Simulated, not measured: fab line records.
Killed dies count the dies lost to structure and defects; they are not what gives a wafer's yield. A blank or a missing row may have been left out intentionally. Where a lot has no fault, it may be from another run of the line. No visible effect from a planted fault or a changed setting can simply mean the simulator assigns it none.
Matching of chambers -- flow nandHarc -- rieDiel-13 running NHARC_P_ZERO_WELL_DESCUM_54: 4 sister chambers
The step chemistry O2, time 3 s. 4 wafers are shown with their chamber, then 11 later ones without.

WAFERS PAIRED WITH THEIR CHAMBERS
wafer,chamber,drypumpMotorCurrentA (A)
L090.2,0,6.3
L090.3,2,5.9
L090.4,3,5.8
L090.1,1,5.6

WAFERS WITH NO CHAMBER GIVEN
wafer,drypumpMotorCurrentA (A)
L090.5,5.8
L090.6,6.3
L091.2,5.6
L091.5,5.8
L091.6,6.3
L094.2,6.3
L094.3,5.6
L094.6,5.6
L095.1,6.0
L095.2,6.3
L095.5,5.8

WHICH CHAMBER EACH ONE RAN IN
wafer,from the rows above,in truth
L090.5,3,3
L090.6,0,0
L091.2,1,1
L091.5,3,3
L091.6,0,0
L094.2,0,0
L094.3,1,1
L094.6,1,1
L095.1,2,2
L095.2,0,0
L095.5,3,3
Placed correctly: 11 of 11. Left unplaced by these rows: 0. Wrongly placed: 0.
How it was worked out, from the rows above alone: a wafer's distance from a chamber is the root of the sum, over the readings, of the square of ((its reading less the chamber's mean) divided by the reading's scatter). If the next closest chamber is less than 2 further off than the closest, the wafer can't be placed; otherwise it belongs to the closest. The mean given for a chamber averages the wafers shown for that chamber. The scatter: with one shown wafer a chamber, the root of the mean of the squares of how far each hidden wafer lies from its nearest shown one.
